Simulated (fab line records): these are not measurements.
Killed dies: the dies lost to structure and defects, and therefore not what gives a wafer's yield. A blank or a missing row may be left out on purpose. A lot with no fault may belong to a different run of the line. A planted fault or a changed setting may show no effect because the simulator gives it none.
Matching of chambers ; flow nandHarc ; 3 sister chambers for NHARC_A_STAIRCASE_DEP_280 on pecvd-04
The step deposits SiON, target thk 30 nm. 16 wafers are shown with their chamber, then 8 later ones without.

## WAFERS WITH THEIR CHAMBER
wafer;chamber;heaterPowerW (W)
L076.2;2;851
L076.5;1;771
L076.6;2;853
L079.4;0;829
L079.5;2;734
L079.6;1;789
L089.1;1;741
L089.2;0;835
L089.4;0;837
L090.3;2;817
L090.4;1;767
L090.5;2;805
L093.1;1;709
L093.4;1;714
L093.5;0;767
L094.3;0;828

SIGNATURES (averages over the wafers above)
reading;chamber 0;chamber 1;chamber 2;scatter within a chamber
heaterPowerW;819.20;748.50;812.00;37.3
Rule: for each reading, subtract the chamber's mean from the wafer's reading, divide by that reading's scatter and square the result; add these up over the readings and take the root, which gives the wafer's distance from the chamber. If the next closest chamber is less than 2 further off than the closest, the wafer can't be placed; otherwise it belongs to the closest. The scatter is the square root of a quotient: the sum, over the shown wafers, of each reading's squared deviation from its chamber's mean, divided by wafers minus chambers.

## WAFERS WITH NO CHAMBER GIVEN
wafer;heaterPowerW (W)
L094.5;709
L094.6;842
L095.2;723
L095.4;789
L095.6;756
L097.1;715
L097.2;824
L097.6;725

## EACH ONE'S CHAMBER
wafer;from the rows above;in truth
L094.5;can't be placed: 1 or 2 or 0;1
L094.6;can't be placed: 0 or 2 or 1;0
L095.2;can't be placed: 1 or 2 or 0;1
L095.4;can't be placed: 2 or 0 or 1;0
L095.6;can't be placed: 1 or 2 or 0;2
L097.1;can't be placed: 1 or 2 or 0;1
L097.2;can't be placed: 0 or 2 or 1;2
L097.6;can't be placed: 1 or 2 or 0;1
Correct placement for 0 of the 8. Unplaceable from these rows: 8, with the true chamber sitting among the candidates in 8. 0 placed wrongly.
